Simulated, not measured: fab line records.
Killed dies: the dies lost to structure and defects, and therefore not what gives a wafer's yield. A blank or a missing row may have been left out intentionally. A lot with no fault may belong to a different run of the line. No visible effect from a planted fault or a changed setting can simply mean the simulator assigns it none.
fab line records    flow nand_harc
[record] lots = 6  wafers = 18  last_day = 33
route steps=1302 shown A_STAIRCASE@860 A_SGD_CUT@890 END@1302
lots with no fault: from the same line, run without faults
start_h: hours from the record's first day to the start of the lot's first wafer shown    wait_h: time in hours since the lot's previous step    " repeats the value in the row above    L1.1+2: a row that stands for several wafers    - either no value or no given start    * or withheld: withheld    < > ~ a bound
route shown NAME@n: a module of which the file shows steps, and the number in the route of the first    usual: average and standard deviation across the fault-free wafers    same: alike in all rows    chamber/n: place in a boat    sites: readings site by site    _std_site: the values' standard deviation    _edge_site: mean of outer sites minus mean of inner sites    radius_mm: for every site, how far away it sits from the centre of the wafer    mask NAME#n: copy n    behind: tool/chamber where the wafer was last shaped    hold: the reason the lot was held/the length of the hold in hours/how it ended    device: transistor that didn't switch, given as n, p or np    end of line: the route-end tests of the same wafers    a step without rows: its recipe alone    killed: at the first sort, the dies lost to defects and structure; wafer yield is something else    map: dies across one wafer; x = killed, . = not, _ = none there
set.NAME: the setting that was run; set.NAME@STEP: the one run at that earlier step    model.NAME: the simulator's own value behind a step, which no gauge read
lots at selected steps of the route; one table per step, one row per wafer
services: from which hour (start_h, from the record's first day; less than 0 if before it) a tool's chamber was out of use, for how many hours, and why
[[steps]]
[step NHARC_A_STAIRCASE_HMDS_434]
[recipe] time_s = 30
[step NHARC_A_STAIRCASE_COAT_435]
[recipe] spin_rpm = 1200
[step NHARC_A_STAIRCASE_SOFTBAKE_436]
[recipe] temp_c = 135  time_s = 170
[step NHARC_A_STAIRCASE_EBR_437]
[step NHARC_A_STAIRCASE_EXPOSE_438]
[recipe] na = 0.5  dose_mj = 28.97  mask_id = STAIR_REV
[step NHARC_A_STAIRCASE_PEB_439]
[recipe] peb_temp_c = 115  peb_time_s = 130
[step NHARC_A_STAIRCASE_DEVELOP_440]
[recipe] time_s = 140
[step NHARC_A_STAIRCASE_HARDBAKE_442]
[recipe] temp_c = 120  time_s = 140
[step NHARC_A_STAIRCASE_DESCUM_443]
[recipe] time_s = 3  o2_flow_sccm = 200  ar_flow_sccm = 0  bias_power_w = 0  chemistry = O2
[usual] drypump_motor_current_A = 5.6/0.49  oes_product_au = 0.999/0.0078  rf_vpp_V = 57.7/0.85  showerhead_plenum_p_Torr = 1.91/0.079  throttle_valve_pct = 11.311/0.0085
lot.wafer  tool         chamber  start_h  wait_h  drypump_motor_current_A  oes_product_au  rf_hours_counter_h  rf_vpp_V  showerhead_plenum_p_Torr  throttle_valve_pct
L207.4     rie_diel-07  0        481.81   -       6.2                      1.008           0                   58.2      1.86                      11.305
L207.2     "            1        "        "       5.7                      0.994           0                   57.1      1.91                      11.312
L207.5     "            1        "        "       5.7                      1.006           -                   59.0      1.91                      11.294
L209.2     rie_diel-07  1        535.55   -       5.7                      0.999           14                  57.7      1.91                      11.311
L209.3     "            3        "        "       5.3                      1.000           19                  59.2      1.94                      11.313
L209.6     "            1        "        "       5.7                      0.997           -                   57.8      1.91                      11.319
L212.1     rie_diel-01  2        540.48   -       5.1                      0.993           49                  56.9      1.91                      11.303
L212.6     "            0        "        "       5.7                      0.998           -                   57.7      1.84                      11.310
L212.5     "            1        "        "       5.1                      0.989           -                   59.1      2.06                      11.305
L218.4     rie_diel-07  3        604.29   -       5.3                      1.012           47                  58.5      1.93                      11.301
L218.3     "            0        "        "       6.2                      1.009           45                  56.8      1.84                      11.306
L218.1     "            1        "        "       5.7                      0.991           37                  57.7      1.90                      11.309
L220.4     rie_diel-07  3        646.43   -       5.4                      0.996           60                  58.0      1.92                      11.301
L220.6     "            2        "        "       6.7                      1.013           -                   57.1      1.92                      11.304
L220.5     "            3        "        "       5.3                      1.005           -                   58.3      1.92                      11.320
L222.3     rie_diel-01  0        646.59   -       5.7                      1.005           24                  57.7      1.83                      11.322
L222.1     "            1        "        "       5.1                      0.999           25                  58.2      2.05                      11.312
L222.6     "            3        "        "       5.1                      1.008           -                   58.4      1.97                      11.322
[step NHARC_A_STAIRCASE_ETCH_444]
[recipe] target_depth_a = 2.04e+05  time_s = 6800  c4f8_flow_sccm = 20  o2_flow_sccm = 10  ar_flow_sccm = withheld  rf_w = 600  bias_w = 1000  chemistry = C4F8/O2
[usual] oes_product_au = 0.929/0.013  rf_fwd_power_W = 599.9/1.9  rf_vpp_V = 807/4.2
lot.wafer  tool         chamber  start_h  wait_h  oes_product_au  rf_fwd_power_W  rf_hours_counter_h  rf_vpp_V
L207.2     rie_diel-07  3        482.02   0.2     0.949           599.6           1                   809
L207.4     "            1        "        "       0.945           600.8           1                   808
L207.5     "            3        "        "       0.938           597.1           -                   808
L209.2     rie_diel-07  3        536.11   0.5     0.920           601.0           20                  806
L209.3     "            0        "        "       0.931           601.7           20                  804
L209.6     "            2        "        "       0.932           601.0           -                   808
L212.1     rie_diel-01  3        541.02   0.5     0.926           604.0           58                  810
L212.6     "            2        542.44   1.9     0.915           601.6           -                   806
L212.5     "            3        "        "       0.935           603.9           -                   811
L218.3     rie_diel-07  2        604.84   0.5     0.929           601.4           40                  808
L218.1     "            3        "        "       0.928           598.6           48                  808
L218.4     "            0        "        "       0.929           599.6           46                  803
L222.3     rie_diel-01  1        646.69   0.1     0.933           600.2           26                  813
L222.1     "            0        647.96   1.4     0.935           599.4           25                  801
L222.6     "            1        "        "       0.926           598.6           -                   817
L220.4     rie_diel-07  2        646.99   0.5     0.937           600.6           56                  807
L220.6     "            1        648.43   2.0     0.916           601.8           -                   807
L220.5     "            2        "        "       0.937           598.6           -                   808
[step NHARC_A_STAIRCASE_STRIP_446]
[recipe] power_w = 1500  temp_c = 250  chemistry = O2
[usual] drypump_motor_current_A = 5.62/0.13  heater_power_w = 361/34
lot.wafer  tool             chamber  start_h  wait_h  drypump_motor_current_A  heater_power_w  rf_hours_counter_h
L207.2     plasma_asher-02  1        486.45   0.1     5.62                     408             10
L207.4     "                0        "        "       5.82                     363             -
L207.5     "                1        "        "       5.65                     408             -
L209.2     plasma_asher-02  1        540.10   0.1     5.67                     416             24
L209.3     "                0        "        "       5.82                     356             -
L209.6     "                1        "        "       5.68                     410             -
L212.1     plasma_asher-02  0        544.93   0.0     5.77                     366             25
L212.5     "                0        "        "       5.80                     369             -
L212.6     "                1        "        "       5.64                     398             -
L218.1     plasma_asher-01  1        608.76   0.0     5.56                     335             13
L218.4     "                1        "        "       5.54                     335             -
L218.3     "                0        "        "       5.42                     317             -
L220.4     plasma_asher-02  0        651.08   0.2     5.82                     370             -
L220.6     "                1        "        "       5.65                     407             -
L220.5     "                0        "        "       5.78                     377             -
L222.1     plasma_asher-02  0        652.17   0.2     5.80                     363             7
L222.3     "                1        "        "       5.64                     402             -
L222.6     "                1        "        "       5.63                     405             -
[step NHARC_A_STAIRCASE_STRIP_447]
[recipe] time_s = 900  temp_c = 130  chemistry = SPM
[step NHARC_A_STAIRCASE_PRECLEAN_448]
[recipe] time_s = *  temp_c = 50  bath_age_min = 0  chemistry = SC1
[step NHARC_A_STAIRCASE_SRD_449]
[step NHARC_A_STAIRCASE_CMP_450]
[recipe] target_thk_nm = 200  material = SiO2
[step NHARC_A_STAIRCASE_CMP_152]
[step NHARC_A_STAIRCASE_SRD_154]
[step NHARC_A_STAIRCASE_ETCH_403]
[recipe] target_depth_a = 1082  chemistry = dHF  material = SiO2
[step NHARC_A_STAIRCASE_ETCHBACK_422]
[recipe] target_depth_a = 400  over_etch_frac = 0.3  time_s = 74.286  ion_energy_ev = 120  ch3f_flow_sccm = 50  o2_flow_sccm = 30  ar_flow_sccm = 200  rf_w = 500  bias_w = 100  chemistry = CH3F/O2
[usual] drypump_motor_current_A = 5.7/0.49  oes_product_au = 0.95/0.033  rf_fwd_power_W = 496.2/1.5  rf_vpp_V = 243.9/1.4  showerhead_plenum_p_Torr = 2.43/0.085  throttle_valve_pct = 20.663/0.0096
lot.wafer  tool         chamber  start_h  wait_h  drypump_motor_current_A  oes_product_au  rf_fwd_power_W  rf_hours_counter_h  rf_vpp_V  showerhead_plenum_p_Torr  throttle_valve_pct
L207.2     rie_diel-01  2        488.01   0.2     5.1                      0.92            498.0           36                  243.4     2.46                      20.668
L207.4     "            2        "        "       5.1                      0.92            496.4           -                   244.2     2.46                      20.674
L207.5     "            3        "        "       5.1                      0.92            497.7           -                   245.2     2.55                      20.666
L209.3     rie_diel-07  1        541.40   0.2     5.7                      0.99            495.4           18                  245.3     2.45                      20.656
L209.2     "            3        "        "       5.4                      1.01            495.2           24                  245.3     2.48                      20.664
L209.6     "            0        "        "       6.3                      1.01            498.6           -                   244.2     2.38                      20.657
L212.1     rie_diel-07  3        546.28   0.1     5.3                      0.94            495.0           27                  243.9     2.48                      20.651
L212.6     "            2        "        "       6.7                      0.94            494.3           -                   244.0     2.48                      20.660
L212.5     "            3        "        "       5.3                      0.95            497.5           -                   244.0     2.48                      20.661
L218.1     rie_diel-04  0        610.14   0.1     5.5                      0.93            497.4           18                  244.2     2.38                      20.673
L218.4     "            2        "        "       5.3                      0.92            495.6           10                  240.2     2.34                      20.655
L218.3     "            3        "        "       6.2                      0.92            494.6           17                  241.4     2.29                      20.679
L220.4     rie_diel-04  0        652.28   0.1     5.5                      0.93            497.0           36                  242.9     2.37                      20.665
L220.5     "            3        "        "       6.2                      0.91            493.6           -                   243.2     2.29                      20.674
L220.6     "            0        "        "       5.5                      0.93            496.9           -                   244.5     2.37                      20.664
L222.3     rie_diel-01  3        653.52   0.1     5.1                      0.99            497.6           28                  244.1     2.53                      20.662
L222.1     "            0        "        "       5.7                      0.99            493.8           29                  243.7     2.35                      20.651
L222.6     "            3        "        "       5.2                      1.00            498.2           -                   246.3     2.52                      20.668
[step NHARC_A_STAIRCASE_ETCH_423]
[recipe] target_depth_a = 300  chemistry = dHF  material = SiO2
[step NHARC_A_STAIRCASE_ETCHBACK_157]
[recipe] target_depth_a = 900  over_etch_frac = 0.3  time_s = 167.14  ion_energy_ev = 120  ch3f_flow_sccm = 50  o2_flow_sccm = 30  ar_flow_sccm = 200  rf_w = 500  bias_w = 100  chemistry = CH3F/O2
[step NHARC_A_STAIRCASE_STRIP_475]
[recipe] time_s = 20  o2_flow_sccm = 500  ar_flow_sccm = 0  bias_w = 0  chemistry = O2
[step NHARC_A_STAIRCASE_DEP_471]
[recipe] target_thk_a = 1000  temp_c = 400  pressure_torr = 6.5  rf_w = 900  teos_flow_sccm = 161.4  flow_sccm = 2650  target_thk_nm = 100  gas = O2  material = SiO2
[usual] heater_power_outer_w = 324/57  heater_power_w = 559/68  rf_fwd_power_W = 896.2/2.9  throttle_valve_pct = 15.8/0.54
lot.wafer  tool      chamber  start_h  wait_h  heater_power_outer_w  heater_power_w  rf_fwd_power_W  throttle_valve_pct
L207.2     pecvd-03  2        488.73   -       338                   609             896.9           15.2
L207.4     "         2        "        "       341                   627             894.3           15.4
L207.5     "         0        "        "       266                   492             898.2           16.4
L209.3     pecvd-01  2        542.28   -       412                   665             894.8           15.0
L209.2     "         0        "        "       384                   636             894.8           15.8
L209.6     "         0        "        "       397                   619             893.2           15.8
L212.1     pecvd-01  2        546.96   -       423                   659             900.0           15.0
L212.5     "         0        "        "       402                   668             897.3           15.8
L212.6     "         1        "        "       366                   610             893.5           15.7
L218.3     pecvd-04  1        610.81   -       281                   508             891.4           16.7
L218.1     "         2        "        "       314                   522             894.1           16.3
L218.4     "         1        "        "       289                   509             893.2           16.7
L220.5     pecvd-04  1        653.00   -       293                   534             891.6           15.8
L220.6     "         2        "        "       293                   514             902.2           16.0
L220.4     "         0        "        "       273                   540             892.9           17.1
L222.3     pecvd-04  1        654.35   -       246                   457             894.3           16.0
L222.1     "         2        "        "       281                   489             901.1           15.8
L222.6     "         1        "        "       248                   465             893.4           15.8
[step NHARC_A_STAIRCASE_CMP_472]
[recipe] material = SiO2
[usual] motor_current_A = 12.7/1.3  retaining_ring_pressure_frac = 1.000/0.0051
lot.wafer  tool    chamber  start_h  wait_h  motor_current_A  retaining_ring_pressure_frac
L207.4     cmp-04  1        489.03   0.2     12.4             0.998
L207.2     "       2        "        "       12.7             0.995
L207.5     "       1        "        "       12.3             1.004
L209.2     cmp-04  1        542.57   0.2     12.4             1.010
L209.3     "       2        "        "       12.9             1.006
L209.6     "       0        "        "       15.7             1.003
L212.1     cmp-03  0        547.17   0.2     10.6             1.005
L212.5     "       0        "        "       9.9              0.997
L212.6     "       1        "        "       11.5             0.991
L218.1     cmp-02  1        611.05   0.2     12.2             0.995
L218.4     "       3        "        "       11.8             0.998
L218.3     "       0        "        "       11.5             0.998
L220.4     cmp-04  2        653.26   0.2     12.8             0.999
L220.6     "       3        "        "       13.6             1.005
L220.5     "       0        "        "       14.6             1.007
L222.1     cmp-04  1        654.62   0.2     12.5             0.993
L222.3     "       3        "        "       14.0             1.003
L222.6     "       1        "        "       12.2             0.998
[step NHARC_A_STAIRCASE_SRD_474]
[step NHARC_A_SGD_CUT_DEP_00]
[recipe] target_thk_a = 500  temp_c = 400  target_thk_nm = 50  flow_sccm = 200  rf_w = 450  material = SiNx
[step NHARC_A_SGD_CUT_DEHYDRATE_01]
[recipe] temp_c = 150  time_s = 120
[step NHARC_A_SGD_CUT_HMDS_02]
[recipe] time_s = 30
[step NHARC_A_SGD_CUT_COAT_56]
[recipe] temp_c = 260  time_s = 75
[step NHARC_A_SGD_CUT_COAT_57]
[recipe] temp_c = 225  time_s = 65
[step NHARC_A_SGD_CUT_COAT_03]
[recipe] spin_rpm = 1500  resist_thk_nm = 90
[step NHARC_A_SGD_CUT_SOFTBAKE_04]
[recipe] temp_c = 105  time_s = 55
[step NHARC_A_SGD_CUT_EBR_05]
[step NHARC_A_SGD_CUT_EXPOSE_06]
[recipe] na = 1.35  dose_mj = 85.59  mask_id = SGD
[step NHARC_A_SGD_CUT_PEB_07]
[recipe] peb_temp_c = 100  peb_time_s = 65
[step NHARC_A_SGD_CUT_DEVELOP_08]
[recipe] develop_time_s = 35  dev_temp_c = 23
[step NHARC_A_SGD_CUT_CD_MEAS_09]
[recipe] target_cd_nm = 100  landing_energy_ev = 500
[usual] cd_nm = 100.0/0.43
lot.wafer  tool       chamber  start_h  wait_h  cd_nm
L207.2     cd_sem-02  0        490.04   -       100.0
L207.4     "          0        "        "       99.7
L207.5     "          0        "        "       99.6
L209.2     cd_sem-03  0        543.53   -       100.1
L209.3     "          0        "        "       99.1
L209.6     "          0        "        "       99.4
L212.1     cd_sem-02  0        548.31   -       100.4
L212.5     "          0        "        "       99.8
L212.6     "          0        "        "       99.6
L218.1     cd_sem-01  0        612.21   -       99.4
L218.3     "          0        "        "       99.2
L218.4     "          0        "        "       99.7
L220.4     cd_sem-03  0        654.22   -       99.7
L220.5     "          0        "        "       99.7
L220.6     "          0        "        "       99.6
L222.1     cd_sem-03  0        655.73   -       100.2
L222.3     "          0        "        "       100.7
L222.6     "          0        "        "       99.8
[step NHARC_END_SORT_01]
[recipe] temp_c = 25
[usual] killed_at_array = 50/17  killed_at_other = 0.7/1  killed_at_periphery = 3.4/2.4  killed_dies = 54/17  killed_open = 3.3/1.7  killed_short = 2.5/1.6
[same] gross_dies = 677
lot.wafer  tool       chamber  start_h  wait_h  killed_at_array  killed_at_other  killed_at_periphery  killed_dies  killed_open  killed_short
L212.1     prober-02  0        673.36   2.5     148              0                4                    152          1            4
L212.5     prober-02  0        676.50   3.6     177              1                4                    182          3            2
L209.3     prober-02  0        682.67   3.1     148              1                5                    154          4            6
// killed by level:class
L212.1 A_STAIRCASE:unspecified=90 A_SLIT:chamber_film_flake=35 A_CHANNEL_HOLE_D1:chamber_film_flake=18 P_M1:chamber_film_flake=3 A_CHANNEL_FILL_D1:geometric_particle:short=2 P_BONDPAD:geometric_particle:open=1 A_SLIT:geometric_particle:short=1 A_CONTACT:geometric_particle:short=1
L212.5 A_STAIRCASE:unspecified=95 A_CHANNEL_HOLE_D1:chamber_film_flake=39 A_SLIT:chamber_film_flake=32 A_STAIRCASE:chamber_film_flake=4 A_DECK1_JOINT:chamber_film_flake=2 P_M1:chamber_film_flake=2 P_GATE:geometric_particle:open=1 P_M0:geometric_particle:open=1
L209.3 A_STAIRCASE:unspecified=99 A_SLIT:chamber_film_flake=24 A_CHANNEL_HOLE_D1:chamber_film_flake=6 P_STI:chamber_film_flake=3 A_CHANNEL_HOLE_D2:chamber_film_flake=3 A_CHANNEL_FILL_D2:geometric_particle:short=2 A_DECK1_JOINT:chamber_film_flake=2 A_STAIRCASE:chamber_film_flake=2
// map L209.3 (x killed, . not)
____________.____________
_________......._________
_______..x....xx.._______
______.............______
_____..............._____
____........xx.......____
____.................____
___.x.................___
___.xx......x.........___
__xxxxxx...............__
__xxxxxx...............__
_.xxxxxxx...........x..._
_xxxxxxxxx......x....x.._
_xxxxxxxxx.............._
_xxxxxxxxxx............._
_xxxxxxxxx.............._
.xxxxxxxxx........x......
.xxxxxxxxxx......x.......
.xxxxxxxx................
xx.xxxxx............x....
..xxxx...................
_..x..xx....x..........._
_...x..................._
_..xxx.................._
_......................._
_.................x..x.._
__.......x.............__
__...x.........x.....x.__
___....x..............___
___...................___
____..........xx.....____
____......x.xxxxx....____
_____......x.xxx...._____
______....x.xxxxx..______
_______..x..xxxxx._______
_________.xxxxxx_________
____________.____________
// map L212.5 (x killed, . not)
____________.____________
_________......._________
_______.....x....._______
______.....x.......______
_____...x...x......._____
____............x....____
____....x............____
___...................___
___xx.................___
__.xxxx................__
__xxxxxxx..............__
_x.xxxxxxx.............._
_xxxxxxxxx.............._
_xxxxxxxxxx............._
_.xxxxxxxx............x._
_xxxxxxxx..............._
.xxxxxxxx...............x
.xxxxxxxx..x.............
.xxxxxxxxx...............
xxxxxxxxx..x.............
.x..x..x.................
_..x.xxx.......xx......._
_..x.x.................._
_..x.xxxx..............._
_...xxxxx..............._
_..xxxxxx..............._
__..xxx..xx............__
__x..xxxx..........x...__
___..xxxx....x.x.x....___
___..x.......x..x...x.___
____..x..x.xxxx.x..x.____
____.......x.xxxxx.x.____
_____.......xx.x...._____
______.......xx.xx.______
_______.....xxxxxx_______
_________..x.xxx_________
____________x____________
[[services]]
tool             chamber  start_h  hours  kind
rie_diel-07      -        472.81   9.0    pm
rie_diel-01      1        474.69   16.8   repair
cmp-02           -        483.73   1.7    repair
rie_diel-01      0        491.18   4.9    repair
plasma_asher-01  -        494.12   1.4    repair
cmp-04           -        501.47   2.9    repair
pecvd-01         -        503.10   13.0   pm
cmp-03           -        504.32   11.6   repair
rie_diel-01      2        514.02   7.7    repair
plasma_asher-01  -        519.56   9.0    pm
rie_diel-04      0        520.71   8.1    repair
cmp-02           -        526.51   4.0    pm
rie_diel-04      -        534.29   9.0    pm
rie_diel-01      -        560.44   9.0    pm
rie_diel-04      0        563.20   2.9    repair
rie_diel-04      2        588.21   18.9   repair
cmp-04           -        602.35   4.0    pm
plasma_asher-02  -        603.47   9.0    pm
pecvd-04         2        618.31   4.9    repair
pecvd-04         -        631.02   13.0   pm
pecvd-01         -        633.67   3.8    repair
rie_diel-01      2        643.59   19.3   repair
pecvd-01         0        647.44   3.7    repair
rie_diel-07      -        649.81   9.0    pm
[[key]]
[first_sign] step = NHARC_END_SORT_01  reading = killed_at_array  direction = up  sigmas = 6.3  usual = 50  struck = 158
[effect] step = NHARC_END_SORT_01  reading = killed_dies  direction = up  sigmas = 6.3  usual = 54  struck = 163
[more_kills_born_at] NHARC_A_STAIRCASE_STRIP_446@plasma_asher-02 = 284
met_at NHARC_A_STAIRCASE_STRIP_446
struck_wafers L209.3,L212.1,L212.5
tester_left_out L209,L212
onset_between 486.45 540.10
[fault] kind = chamber_particle_source  tool = plasma_asher-02  chamber = 0  onset_h = 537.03  steps = NHARC_A_STAIRCASE_STRIP_446  rate_per_visit_cm2 = 1.4655  end_h = 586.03
// tester_left_out: of these lots the tester's yield and bins aren't shown, on N5 and GAA mostly nor the transistor test; their killed dies are dies lost to structure and defects alone, not to doping, threshold or leakage, so they don't give the yield
